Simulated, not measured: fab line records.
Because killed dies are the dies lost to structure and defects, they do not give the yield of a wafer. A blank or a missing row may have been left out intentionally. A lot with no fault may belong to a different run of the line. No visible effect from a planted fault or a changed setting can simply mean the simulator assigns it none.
fab line records | flow nandHarc | part 1 of 2: steps 1 to 3 of 6
[record] lots = 24 | wafers = 72 | lastDay = 33
route steps=1302 shown A_CONTACT@1015
lots untouched by any fault: they come from a run of this same line in which no faults occurred
startH: hours from the record's opening day to when the first of the lot's shown wafers began | waitH: time in hours since the lot's previous step | " same as the row above | L1.1+2: one row covering several wafers at once | - value missing, or start not given | * or withheld: withheld | < > ~ a bound
route shown NAME@n: a module of which the file shows steps, and the number in the route of the first | usual: mean/standard deviation taken from wafers without a fault | same: alike in all rows | chamber/n: place in a boat | sites: per-site readings | _std_site: how widely they spread, as a standard deviation | _edge_site: mean of outer sites minus mean of inner sites | radiusMm: for every site, how far away it sits from the centre of the wafer | mask NAME#n: copy n | behind: the tool/chamber that last shaped the wafer | hold: the reason the lot was held/the length of the hold in hours/how it ended | device: whichever transistor did not switch (one of n, p or np) | end of line: the tests these same wafers got at the end of their route | where a step has no rows: the recipe by itself | killed: not the wafer's yield, but the dies lost to structure and defects at the first sort | map: a wafer's dies, x killed, . not, _ none there
set.NAME: the setting that was run; set.NAME@STEP: the one run at that earlier step | model.NAME: the simulator's own value behind a step, which no gauge read
steps of the route over a sample of lots; a table a step, a row a wafer
services: the hour from which a tool's chamber was out of use, counted from the record's first day as startH (under 0 if before that day), plus the number of hours and why
[[steps]]
[step NHARC_A_CONTACT_ETCH_121]
[recipe] sourceW = withheld | pressureMtorr = 20 | biasV = 3000 | timeS = 190 | targetDepthA = 18500 | arFlowSccm = withheld | c4f8FlowSccm = withheld | o2FlowSccm = withheld | chemistry = C4F8/O2/Ar
lot.wafer | tool          | chamber | startH | waitH | rfHoursCounterH
L074.1    | harCapEtch-02 | 0       | 507.33 | 0.1   | 85
L074.2    | "             | 1       | "      | "     | 85
L074.5    | "             | 1       | "      | "     | -
L075.2    | harCapEtch-03 | 1       | 508.83 | 0.1   | 43
L075.3    | "             | 1       | "      | "     | -
L075.5    | "             | 0       | "      | "     | -
L076.3    | harCapEtch-02 | 0       | 511.30 | 0.1   | -
L076.5    | "             | 0       | "      | "     | -
L076.6    | "             | 1       | "      | "     | -
L077.4    | harCapEtch-03 | 0       | 525.19 | 0.1   | -
L077.3    | "             | 1       | "      | "     | -
L077.5    | "             | 0       | "      | "     | -
L078.2    | harCapEtch-03 | 1       | 556.38 | 0.1   | 51
L078.3    | "             | 0       | "      | "     | -
L078.5    | "             | 0       | "      | "     | -
L079.1    | harCapEtch-01 | 0       | 559.86 | 0.1   | 6
L079.4    | "             | 0       | "      | "     | -
L079.6    | "             | 1       | "      | "     | -
L081.2    | harCapEtch-03 | 1       | 567.25 | 0.2   | 53
L081.1    | "             | 0       | "      | "     | 53
L081.3    | "             | 1       | "      | "     | -
L080.2    | harCapEtch-02 | 0       | 571.06 | 0.1   | 94
L080.4    | "             | 1       | "      | "     | -
L080.6    | "             | 1       | "      | "     | -
L082.1    | harCapEtch-01 | 1       | 571.57 | 0.1   | 10
L082.3    | "             | 0       | "      | "     | -
L082.6    | "             | 1       | "      | "     | -
L086.1    | harCapEtch-03 | 1       | 590.29 | 0.1   | 59
L086.2    | "             | 0       | "      | "     | 59
L086.5    | "             | 0       | "      | "     | -
L083.3    | harCapEtch-01 | 0       | 591.61 | 0.1   | -
L083.4    | "             | 1       | "      | "     | -
L083.5    | "             | 0       | "      | "     | -
L084.2    | harCapEtch-02 | 1       | 597.19 | 0.1   | 102
L084.5    | "             | 1       | "      | "     | -
L084.6    | "             | 0       | "      | "     | -
L085.1    | harCapEtch-01 | 0       | 597.55 | 0.1   | 18
L085.3    | "             | 0       | "      | "     | -
L085.6    | "             | 1       | "      | "     | -
L087.4    | harCapEtch-01 | 0       | 615.02 | 0.1   | -
L087.6    | "             | 0       | "      | "     | -
L087.5    | "             | 1       | "      | "     | -
L089.2    | harCapEtch-01 | 1       | 648.08 | 0.1   | 26
L089.1    | "             | 0       | "      | "     | 26
L089.3    | "             | 1       | "      | "     | -
L088.2    | harCapEtch-02 | 1       | 648.23 | 0.2   | 109
L088.5    | "             | 0       | "      | "     | -
L088.6    | "             | 1       | "      | "     | -
L090.1    | harCapEtch-03 | 1       | 651.29 | 0.1   | 70
L090.4    | "             | 0       | "      | "     | -
L090.5    | "             | 0       | "      | "     | -
L092.1    | harCapEtch-01 | 0       | 686.73 | 0.1   | 32
L092.5    | "             | 0       | "      | "     | -
L092.6    | "             | 1       | "      | "     | -
L091.2    | harCapEtch-02 | 1       | 686.93 | 0.1   | 114
L091.4    | "             | 0       | "      | "     | -
L091.5    | "             | 1       | "      | "     | -
L093.2    | harCapEtch-03 | 1       | 695.31 | 0.1   | 76
L093.1    | "             | 0       | "      | "     | 76
L093.5    | "             | 1       | "      | "     | -
L094.2    | harCapEtch-02 | 1       | 701.41 | 0.2   | 117
L094.1    | "             | 0       | "      | "     | 117
L094.5    | "             | 0       | "      | "     | -
L095.1    | harCapEtch-03 | 1       | 701.43 | 0.1   | 78
L095.2    | "             | 0       | "      | "     | 78
L095.5    | "             | 0       | "      | "     | -
L097.1    | harCapEtch-03 | 0       | 716.41 | 0.1   | 83
L097.3    | "             | 0       | "      | "     | -
L097.6    | "             | 1       | "      | "     | -
L096.3    | harCapEtch-03 | 1       | 721.50 | 0.1   | -
L096.5    | "             | 1       | "      | "     | -
L096.6    | "             | 0       | "      | "     | -
[step NHARC_A_CONTACT_ETCH_90]
[recipe] targetDepthA = 400 | overEtchFrac = 0.5 | timeS = 85.7 | ionEnergyEv = 120 | ch3fFlowSccm = 50 | o2FlowSccm = 30 | arFlowSccm = 200 | rfW = 500 | biasW = 100 | chemistry = CH3F/O2
[usual] biasW = 99.99/0.29 | drypumpMotorCurrentA = 5.7/0.44 | oesProductAu = 0.96/0.038 | rfVppV = 243.2/1.5 | showerheadPlenumPTorr = 2.38/0.098 | throttleValvePct = 20.664/0.0086
lot.wafer | tool       | chamber | startH | waitH | biasW  | drypumpMotorCurrentA | oesProductAu | rfHoursCounterH | rfVppV | showerheadPlenumPTorr | throttleValvePct
L074.2    | rieDiel-11 | 2       | 508.67 | 0.8   | 100.03 | 6.4                  | 0.91         | 30              | 241.2  | 2.34                  | 20.656
L074.1    | "          | 0       | "      | "     | 100.09 | 5.5                  | 0.93         | 26              | 245.2  | 2.45                  | 20.666
L074.5    | "          | 2       | "      | "     | 99.75  | 6.4                  | 0.92         | -               | 243.0  | 2.34                  | 20.682
L075.2    | rieDiel-09 | 0       | 510.15 | 0.9   | 100.19 | 5.3                  | 1.01         | 1               | 246.3  | 2.59                  | 20.670
L075.3    | "          | 2       | "      | "     | 100.21 | 5.6                  | 1.00         | 1               | 242.1  | 2.29                  | 20.664
L075.5    | "          | 0       | "      | "     | 100.00 | 5.3                  | 1.00         | -               | 245.6  | 2.59                  | 20.651
L076.3    | rieDiel-11 | 2       | 512.57 | 0.7   | 99.88  | 6.4                  | 0.93         | 31              | 242.4  | 2.34                  | 20.653
L076.6    | "          | 1       | "      | "     | 99.85  | 5.8                  | 0.92         | -               | 243.7  | 2.40                  | 20.675
L076.5    | "          | 2       | "      | "     | 99.84  | 6.3                  | 0.92         | -               | 243.2  | 2.34                  | 20.671
L077.3    | rieDiel-09 | 1       | 526.45 | 0.6   | 100.40 | 5.7                  | 1.00         | 3               | 242.1  | 2.28                  | 20.647
L077.4    | "          | 3       | "      | "     | 99.90  | 6.2                  | 1.00         | 2               | 242.2  | 2.31                  | 20.660
L077.5    | "          | 1       | "      | "     | 100.27 | 5.7                  | 1.01         | -               | 241.2  | 2.28                  | 20.671
L078.2    | rieDiel-08 | 3       | 557.69 | 0.8   | 99.68  | 6.1                  | 1.01         | 0               | 242.3  | 2.30                  | 20.657
L078.3    | "          | 0       | "      | "     | 100.51 | 5.3                  | 1.01         | 0               | 245.1  | 2.44                  | 20.649
L078.5    | "          | 2       | "      | "     | 99.68  | 5.9                  | 0.99         | -               | 243.7  | 2.41                  | 20.669
L079.1    | rieDiel-09 | 3       | 561.15 | 0.8   | 99.63  | 6.2                  | 0.92         | 8               | 243.0  | 2.30                  | 20.653
L079.4    | "          | 0       | "      | "     | 100.09 | 5.3                  | 0.93         | 9               | 246.9  | 2.59                  | 20.670
L079.6    | "          | 3       | "      | "     | 99.85  | 6.2                  | 0.92         | -               | 242.3  | 2.30                  | 20.659
L081.3    | rieDiel-08 | 2       | 568.88 | 0.8   | 99.96  | 5.9                  | 0.93         | 3               | 244.1  | 2.41                  | 20.651
L081.2    | "          | 3       | "      | "     | 99.83  | 6.2                  | 0.92         | 3               | 243.2  | 2.30                  | 20.658
L081.1    | "          | 0       | "      | "     | 99.59  | 5.3                  | 0.94         | 4               | 245.2  | 2.43                  | 20.653
L080.4    | rieDiel-09 | 2       | 572.36 | 0.7   | 100.07 | 5.6                  | 0.95         | 10              | 241.5  | 2.29                  | 20.668
L080.2    | "          | 0       | "      | "     | 100.16 | 5.3                  | 0.94         | 11              | 244.2  | 2.59                  | 20.664
L080.6    | "          | 2       | "      | "     | 100.45 | 5.7                  | 0.94         | -               | 241.4  | 2.29                  | 20.663
L082.3    | rieDiel-08 | 3       | 572.90 | 0.7   | 100.30 | 6.1                  | 1.01         | 4               | 242.4  | 2.30                  | 20.665
L082.1    | "          | 0       | "      | "     | 100.16 | 5.3                  | 1.02         | 4               | 242.8  | 2.43                  | 20.673
L082.6    | "          | 2       | "      | "     | 99.96  | 5.9                  | 1.00         | -               | 242.6  | 2.41                  | 20.662
L086.2    | rieDiel-09 | 0       | 591.64 | 0.8   | 99.33  | 5.3                  | 0.99         | 18              | 245.4  | 2.59                  | 20.656
L086.1    | "          | 1       | "      | "     | 99.81  | 5.7                  | 0.99         | 18              | 241.9  | 2.27                  | 20.666
L086.5    | "          | 0       | "      | "     | 100.12 | 5.3                  | 0.99         | -               | 245.5  | 2.59                  | 20.662
L083.4    | rieDiel-11 | 0       | 592.87 | 0.6   | 100.17 | 5.5                  | 0.94         | 53              | 245.0  | 2.44                  | 20.669
L083.3    | "          | 3       | "      | "     | 100.15 | 5.9                  | 0.94         | 57              | 242.7  | 2.37                  | 20.673
L083.5    | "          | 1       | "      | "     | 100.11 | 5.8                  | 0.92         | -               | 243.0  | 2.39                  | 20.684
L084.2    | rieDiel-08 | 0       | 598.55 | 0.9   | 99.88  | 5.3                  | 1.02         | 14              | 244.1  | 2.43                  | 20.658
L084.5    | "          | 2       | "      | "     | 100.49 | 5.9                  | 1.00         | -               | 243.7  | 2.41                  | 20.659
L084.6    | "          | 3       | "      | "     | 100.01 | 6.1                  | 1.00         | -               | 241.9  | 2.30                  | 20.664
L085.1    | rieDiel-08 | 0       | 598.88 | 0.9   | 100.38 | 5.3                  | 1.01         | 14              | 243.5  | 2.43                  | 20.649
L085.3    | "          | 2       | "      | "     | 99.72  | 5.9                  | 0.99         | 15              | 243.2  | 2.41                  | 20.667
L085.6    | "          | 0       | "      | "     | 100.22 | 5.3                  | 1.00         | -               | 243.9  | 2.43                  | 20.671
L087.4    | rieDiel-08 | 3       | 616.31 | 0.7   | 100.57 | 6.2                  | 1.00         | 21              | 242.7  | 2.30                  | 20.657
L087.5    | "          | 1       | "      | "     | 100.06 | 4.8                  | 1.00         | -               | 243.8  | 2.39                  | 20.672
L087.6    | "          | 2       | "      | "     | 99.55  | 6.0                  | 1.00         | -               | 243.1  | 2.40                  | 20.661
L089.1    | rieDiel-09 | 1       | 649.40 | 0.8   | 99.49  | 5.7                  | 0.92         | 28              | 241.7  | 2.27                  | 20.658
L089.3    | "          | 2       | "      | "     | 100.38 | 5.6                  | 0.92         | 23              | 241.4  | 2.28                  | 20.655
L089.2    | "          | 0       | "      | "     | 99.73  | 5.3                  | 0.92         | 27              | 246.0  | 2.58                  | 20.661
L088.2    | rieDiel-08 | 0       | 649.81 | 0.9   | 99.98  | 5.3                  | 0.93         | 27              | 243.3  | 2.43                  | 20.673
L088.5    | "          | 1       | "      | "     | 99.99  | 4.8                  | 0.92         | -               | 242.9  | 2.39                  | 20.667
L088.6    | "          | 3       | "      | "     | 100.10 | 6.2                  | 0.91         | -               | 240.8  | 2.29                  | 20.669
L090.1    | rieDiel-09 | 0       | 652.61 | 0.9   | 99.76  | 5.3                  | 1.00         | 27              | 245.9  | 2.58                  | 20.668
L090.4    | "          | 2       | "      | "     | 99.85  | 5.6                  | 1.00         | 23              | 243.5  | 2.28                  | 20.644
L090.5    | "          | 1       | "      | "     | 100.43 | 5.7                  | 1.00         | -               | 241.8  | 2.27                  | 20.661
L092.1    | rieDiel-08 | 1       | 688.08 | 0.9   | 100.32 | 4.8                  | 0.93         | 42              | 244.1  | 2.38                  | 20.653
L092.6    | "          | 0       | "      | "     | 100.22 | 5.3                  | 0.95         | -               | 244.3  | 2.42                  | 20.664
L092.5    | "          | 1       | "      | "     | 100.29 | 4.8                  | 0.92         | -               | 243.1  | 2.38                  | 20.659
L091.2    | rieDiel-11 | 2       | 688.58 | 0.8   | 99.90  | 6.4                  | 1.01         | 22              | 240.6  | 2.31                  | 20.673
L091.4    | "          | 0       | "      | "     | 100.39 | 5.5                  | 1.00         | 21              | 244.4  | 2.43                  | 20.653
L091.5    | "          | 2       | "      | "     | 100.16 | 6.4                  | 1.01         | -               | 241.7  | 2.32                  | 20.664
L093.1    | rieDiel-11 | 1       | 696.63 | 0.8   | 100.01 | 5.8                  | 0.93         | 28              | 243.6  | 2.38                  | 20.670
L093.2    | "          | 2       | "      | "     | 99.98  | 6.4                  | 0.94         | 25              | 242.1  | 2.31                  | 20.678
L093.5    | "          | 2       | "      | "     | 100.27 | 6.4                  | 0.94         | -               | 242.2  | 2.31                  | 20.666
L095.1    | rieDiel-09 | 0       | 702.77 | 0.9   | 99.87  | 5.3                  | 0.93         | 3               | 245.7  | 2.58                  | 20.665
L095.2    | "          | 1       | "      | "     | 99.62  | 5.7                  | 0.94         | 3               | 247.8  | 2.66                  | 20.681
L095.5    | "          | 0       | "      | "     | 100.02 | 5.3                  | 0.94         | -               | 245.2  | 2.58                  | 20.659
L094.1    | rieDiel-09 | 3       | 703.03 | 0.9   | 99.63  | 6.2                  | 1.00         | 3               | 241.4  | 2.30                  | 20.687
L094.2    | "          | 0       | "      | "     | 100.39 | 5.3                  | 1.00         | 3               | 247.2  | 2.58                  | 20.657
L094.5    | "          | 2       | "      | "     | 100.03 | 5.6                  | 1.00         | -               | 241.9  | 2.28                  | 20.666
L097.1    | rieDiel-08 | 3       | 717.73 | 0.9   | 99.53  | 6.1                  | 0.91         | 55              | 241.3  | 2.28                  | 20.658
L097.3    | "          | 1       | "      | "     | 99.61  | 4.8                  | 0.91         | 53              | 241.8  | 2.38                  | 20.665
L097.6    | "          | 0       | "      | "     | 99.94  | 5.3                  | 0.94         | -               | 245.1  | 2.41                  | 20.665
L096.3    | rieDiel-09 | 2       | 722.76 | 0.7   | 100.20 | 5.7                  | 1.00         | 8               | 242.3  | 2.28                  | 20.646
L096.5    | "          | 3       | "      | "     | 99.38  | 6.2                  | 0.99         | -               | 242.4  | 2.29                  | 20.673
L096.6    | "          | 0       | "      | "     | 99.73  | 5.3                  | 0.98         | -               | 245.9  | 2.58                  | 20.664
[step NHARC_A_CONTACT_ETCH_102]
[recipe] targetDepthA = 1000 | overetchA = 100 | timeS = 55 | ionEnergyEv = 100 | cf4FlowSccm = 80 | o2FlowSccm = 20 | arFlowSccm = 0 | rfW = 300 | biasW = 100 | chemistry = CF4/O2
[usual] biasW = 100.0/0.31 | drypumpMotorCurrentA = 5.7/0.44 | oesProductAu = 1.000/0.0094 | rfVppV = 197.0/1.5 | showerheadPlenumPTorr = 1.30/0.061 | throttleValvePct = 13.398/0.0087
lot.wafer | tool       | chamber | startH | waitH | biasW | drypumpMotorCurrentA | oesProductAu | rfHoursCounterH | rfVppV | showerheadPlenumPTorr | throttleValvePct
L074.2    | rieDiel-08 | 0       | 509.18 | 0.1   | 100.1 | 5.3                  | 0.998        | 47              | 196.4  | 1.32                  | 13.402
L074.1    | "          | 1       | "      | "     | 100.5 | 4.8                  | 0.985        | 50              | 196.3  | 1.31                  | 13.398
L074.5    | "          | 3       | "      | "     | 100.2 | 6.2                  | 1.013        | -               | 195.5  | 1.25                  | 13.415
L075.2    | rieDiel-09 | 1       | 510.66 | 0.1   | 99.8  | 5.7                  | 0.993        | 1               | 196.1  | 1.24                  | 13.397
L075.3    | "          | 0       | "      | "     | 100.5 | 5.3                  | 0.996        | 1               | 198.7  | 1.41                  | 13.387
L075.5    | "          | 2       | "      | "     | 99.5  | 5.6                  | 1.006        | -               | 196.1  | 1.24                  | 13.386
L076.3    | rieDiel-08 | 1       | 513.08 | 0.1   | 100.1 | 4.8                  | 0.979        | 51              | 196.6  | 1.31                  | 13.395
L076.6    | "          | 0       | "      | "     | 99.7  | 5.3                  | 0.995        | -               | 197.8  | 1.32                  | 13.387
L076.5    | "          | 1       | "      | "     | 100.4 | 4.8                  | 1.001        | -               | 197.4  | 1.31                  | 13.404
L077.3    | rieDiel-09 | 0       | 526.96 | 0.1   | 100.6 | 5.3                  | 0.998        | 2               | 199.0  | 1.41                  | 13.401
L077.4    | "          | 1       | "      | "     | 100.3 | 5.7                  | 0.989        | 3               | 195.8  | 1.24                  | 13.397
L077.5    | "          | 3       | "      | "     | 99.8  | 6.2                  | 0.997        | -               | 196.9  | 1.25                  | 13.395
L078.3    | rieDiel-08 | 1       | 558.17 | 0.1   | 100.1 | 4.8                  | 0.989        | 0               | 198.0  | 1.30                  | 13.398
L078.2    | "          | 2       | "      | "     | 100.1 | 5.9                  | 0.992        | 0               | 197.5  | 1.31                  | 13.392
L078.5    | "          | 2       | "      | "     | 99.9  | 5.9                  | 0.996        | -               | 196.8  | 1.31                  | 13.399
L079.4    | rieDiel-09 | 0       | 561.66 | 0.1   | 99.9  | 5.3                  | 1.016        | 9               | 199.7  | 1.41                  | 13.408
L079.1    | "          | 2       | "      | "     | 100.1 | 5.6                  | 1.014        | 9               | 195.4  | 1.24                  | 13.410
L079.6    | "          | 1       | "      | "     | 100.1 | 5.7                  | 0.993        | -               | 195.5  | 1.24                  | 13.398
L081.2    | rieDiel-08 | 2       | 569.37 | 0.1   | 100.2 | 5.9                  | 0.993        | 3               | 198.0  | 1.31                  | 13.402
L081.1    | "          | 3       | "      | "     | 100.6 | 6.2                  | 1.005        | 3               | 195.9  | 1.25                  | 13.371
L081.3    | "          | 1       | "      | "     | 99.9  | 4.8                  | 0.991        | 3               | 197.3  | 1.30                  | 13.411
L080.4    | rieDiel-09 | 2       | 572.86 | 0.1   | 100.2 | 5.7                  | 1.020        | 10              | 195.7  | 1.24                  | 13.399
L080.2    | "          | 3       | "      | "     | 99.7  | 6.2                  | 1.000        | 10              | 194.4  | 1.25                  | 13.390
L080.6    | "          | 3       | "      | "     | 100.0 | 6.2                  | 0.990        | -               | 197.0  | 1.25                  | 13.394
L082.1    | rieDiel-08 | 0       | 573.38 | 0.1   | 99.7  | 5.3                  | 1.019        | 4               | 197.5  | 1.32                  | 13.402
L082.3    | "          | 2       | "      | "     | 99.8  | 5.9                  | 0.992        | 3               | 197.1  | 1.31                  | 13.389
L082.6    | "          | 1       | "      | "     | 100.1 | 4.8                  | 0.995        | -               | 196.6  | 1.30                  | 13.402
L086.2    | rieDiel-08 | 3       | 592.16 | 0.1   | 99.7  | 6.1                  | 1.011        | 16              | 195.4  | 1.25                  | 13.398
L086.1    | "          | 2       | "      | "     | 100.1 | 5.9                  | 0.999        | 13              | 197.9  | 1.31                  | 13.376
L086.5    | "          | 2       | "      | "     | 100.0 | 5.9                  | 0.998        | -               | 197.0  | 1.31                  | 13.409
L083.3    | rieDiel-09 | 3       | 593.46 | 0.1   | 99.5  | 6.2                  | 1.002        | 15              | 197.1  | 1.25                  | 13.400
L083.4    | "          | 1       | "      | "     | 100.4 | 5.7                  | 0.993        | 18              | 195.9  | 1.23                  | 13.394
L083.5    | "          | 3       | "      | "     | 100.0 | 6.2                  | 0.989        | -               | 195.4  | 1.25                  | 13.401
L084.2    | rieDiel-11 | 1       | 599.05 | 0.1   | 100.0 | 5.8                  | 0.988        | 54              | 197.4  | 1.30                  | 13.394
L084.5    | "          | 2       | "      | "     | 99.8  | 6.4                  | 1.004        | -               | 195.8  | 1.26                  | 13.399
L084.6    | "          | 3       | "      | "     | 100.0 | 5.8                  | 1.005        | -               | 196.1  | 1.29                  | 13.403
L085.3    | rieDiel-08 | 2       | 599.45 | 0.0   | 99.6  | 5.9                  | 1.002        | 15              | 196.4  | 1.31                  | 13.400
L085.1    | "          | 3       | "      | "     | 99.7  | 6.1                  | 0.999        | 17              | 195.4  | 1.25                  | 13.397
L085.6    | "          | 2       | "      | "     | 100.2 | 5.9                  | 1.007        | -               | 197.9  | 1.31                  | 13.401
L087.4    | rieDiel-08 | 1       | 616.81 | 0.1   | 99.6  | 4.8                  | 1.005        | 19              | 196.3  | 1.30                  | 13.394
L087.6    | "          | 2       | "      | "     | 100.3 | 5.9                  | 0.986        | -               | 196.5  | 1.30                  | 13.395
L087.5    | "          | 3       | "      | "     | 99.9  | 6.1                  | 0.991        | -               | 196.5  | 1.25                  | 13.398
L089.3    | rieDiel-09 | 1       | 649.91 | 0.1   | 99.8  | 5.7                  | 0.996        | 28              | 194.6  | 1.23                  | 13.411
L089.1    | "          | 2       | "      | "     | 99.6  | 5.6                  | 1.003        | 23              | 195.7  | 1.24                  | 13.402
L089.2    | "          | 0       | "      | "     | 100.0 | 5.3                  | 0.993        | 27              | 197.8  | 1.40                  | 13.412
L088.2    | rieDiel-11 | 2       | 650.38 | 0.1   | 100.1 | 6.4                  | 1.011        | 12              | 197.6  | 1.26                  | 13.389
L088.5    | "          | 3       | "      | "     | 100.3 | 5.8                  | 1.003        | -               | 196.9  | 1.28                  | 13.387
L088.6    | "          | 0       | "      | "     | 100.1 | 5.5                  | 0.989        | -               | 195.8  | 1.32                  | 13.403
L090.1    | rieDiel-08 | 0       | 653.64 | 0.1   | 100.1 | 5.3                  | 1.014        | 27              | 197.5  | 1.32                  | 13.404
L090.5    | "          | 1       | "      | "     | 100.0 | 4.8                  | 1.003        | -               | 198.3  | 1.30                  | 13.403
L090.4    | "          | 3       | "      | "     | 99.9  | 6.2                  | 0.993        | -               | 197.6  | 1.24                  | 13.415
L092.1    | rieDiel-09 | 2       | 688.58 | 0.1   | 100.5 | 5.7                  | 0.999        | 1               | 194.5  | 1.24                  | 13.393
L092.5    | "          | 1       | "      | "     | 99.6  | 5.7                  | 0.992        | -               | 198.8  | 1.45                  | 13.408
L092.6    | "          | 2       | "      | "     | 100.3 | 5.7                  | 1.004        | -               | 196.7  | 1.24                  | 13.403
L091.4    | rieDiel-08 | 1       | 689.08 | 0.1   | 99.6  | 4.8                  | 0.993        | 42              | 197.6  | 1.29                  | 13.405
L091.2    | "          | 0       | "      | "     | 100.2 | 5.3                  | 1.018        | 44              | 198.7  | 1.31                  | 13.398
L091.5    | "          | 1       | "      | "     | 99.6  | 4.8                  | 0.999        | -               | 197.8  | 1.29                  | 13.400
L093.2    | rieDiel-09 | 1       | 697.16 | 0.1   | 100.0 | 5.7                  | 0.992        | 1               | 200.1  | 1.45                  | 13.389
L093.1    | "          | 3       | "      | "     | 99.7  | 6.2                  | 0.992        | 2               | 197.1  | 1.25                  | 13.403
L093.5    | "          | 0       | "      | "     | 99.5  | 5.3                  | 0.991        | -               | 199.2  | 1.40                  | 13.400
L095.1    | rieDiel-09 | 1       | 703.38 | 0.1   | 100.1 | 5.7                  | 1.003        | 3               | 198.2  | 1.45                  | 13.385
L095.2    | "          | 2       | "      | "     | 100.1 | 5.6                  | 1.010        | 3               | 195.8  | 1.24                  | 13.394
L095.5    | "          | 3       | "      | "     | 99.9  | 6.2                  | 0.978        | -               | 195.9  | 1.25                  | 13.383
L094.2    | rieDiel-09 | 1       | 703.68 | 0.1   | 99.4  | 5.7                  | 1.005        | 3               | 201.2  | 1.45                  | 13.393
L094.1    | "          | 2       | "      | "     | 99.4  | 5.7                  | 1.008        | 3               | 196.6  | 1.24                  | 13.396
L094.5    | "          | 2       | "      | "     | 99.8  | 5.6                  | 0.994        | -               | 195.8  | 1.24                  | 13.378
L097.1    | rieDiel-11 | 2       | 719.42 | 0.1   | 99.7  | 6.3                  | 1.013        | 31              | 195.2  | 1.25                  | 13.397
L097.3    | "          | 3       | "      | "     | 99.7  | 5.8                  | 1.012        | 33              | 196.3  | 1.28                  | 13.393
L097.6    | "          | 2       | "      | "     | 99.9  | 6.4                  | 1.008        | -               | 196.4  | 1.25                  | 13.399
L096.3    | rieDiel-09 | 0       | 723.35 | 0.1   | 100.4 | 5.3                  | 0.991        | 7               | 200.0  | 1.40                  | 13.403
L096.6    | "          | 2       | "      | "     | 100.0 | 5.6                  | 1.013        | -               | 195.1  | 1.24                  | 13.387
L096.5    | "          | 3       | "      | "     | 99.9  | 6.2                  | 0.998        | -               | 195.4  | 1.24                  | 13.395
